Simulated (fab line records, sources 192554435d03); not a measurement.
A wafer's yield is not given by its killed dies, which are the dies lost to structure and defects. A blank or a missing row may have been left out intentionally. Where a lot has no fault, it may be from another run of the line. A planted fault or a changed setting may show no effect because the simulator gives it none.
Chamber matching | flow n5Finfet | 4 sister chambers for N5_GATE_CUT_CMP_43 on cmp-04
The step polishes SiO2. 20 wafers are shown with their chamber, then 10 later ones without.

== WAFERS PAIRED WITH THEIR CHAMBERS ==
wafer  | chamber | motorCurrentA (A) | slurryFilterDpKPa (kPa)
L074.1 | 0       | 12.8              | 13.35
L074.3 | 2       | 14.1              | 13.33
L074.5 | 3       | 14.8              | 13.43
L075.2 | 3       | 14.4              | 13.43
L075.4 | 0       | 12.9              | 13.55
L075.6 | 3       | 15.3              | 13.45
L076.1 | 2       | 13.9              | 13.76
L076.4 | 1       | 11.9              | 13.36
L076.6 | 3       | 15.4              | 13.67
L079.2 | 1       | 12.3              | 13.53
L079.3 | 3       | 14.9              | 13.45
L079.5 | 2       | 14.0              | 13.73
L081.1 | 1       | 12.2              | 13.60
L081.2 | 2       | 14.4              | 13.64
L081.6 | 3       | 14.9              | 13.53
L084.2 | 0       | 12.7              | 13.51
L084.5 | 2       | 13.3              | 13.49
L084.6 | 1       | 12.8              | 13.37
L088.2 | 1       | 13.1              | 13.84
L088.3 | 3       | 15.0              | 13.58

SIGNATURES (averages over the wafers above)
reading           | chamber 0 | chamber 1 | chamber 2 | chamber 3 | scatter within a chamber
motorCurrentA     | 12.800    | 12.460    | 13.940    | 14.957    | 0.376
slurryFilterDpKPa | 13.4700   | 13.5400   | 13.5900   | 13.5057   | 0.149
Rule: a wafer's distance from a chamber is the root of the sum, over the readings, of the square of ((its reading less the chamber's mean) divided by the reading's scatter). The wafer belongs to the nearest chamber; if the next one is less than 2 further off, it can't be placed. The scatter: take each reading less its chamber's mean, square it, sum over the shown wafers, divide by the number of wafers less the number of chambers, and take the root.

== WAFERS WITH NO CHAMBER GIVEN ==
wafer  | motorCurrentA (A) | slurryFilterDpKPa (kPa)
L088.4 | 13.9              | 13.47
L093.2 | 14.9              | 13.73
L093.3 | 13.5              | 13.50
L093.4 | 12.8              | 13.55
L094.3 | 14.2              | 13.42
L094.5 | 13.7              | 13.65
L094.6 | 12.5              | 13.32
L095.2 | 12.6              | 13.51
L095.5 | 15.0              | 13.45
L095.6 | 13.1              | 13.42

== THE CHAMBER EACH PASSED THROUGH ==
wafer  | from the rows above          | in truth
L088.4 | 2                            | 2
L093.2 | can't be placed: 3 or 2      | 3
L093.3 | can't be placed: 2 or 0 or 1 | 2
L093.4 | can't be placed: 0 or 1      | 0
L094.3 | can't be placed: 2 or 3      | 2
L094.5 | can't be placed: 2 or 0      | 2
L094.6 | can't be placed: 0 or 1      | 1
L095.2 | can't be placed: 1 or 0      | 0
L095.5 | 3                            | 3
L095.6 | can't be placed: 0 or 1 or 2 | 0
Placed correctly: 2 of 10. From these rows, 8 cannot be placed; in 8 the true chamber is one of the candidates. Placed wrongly: 0.
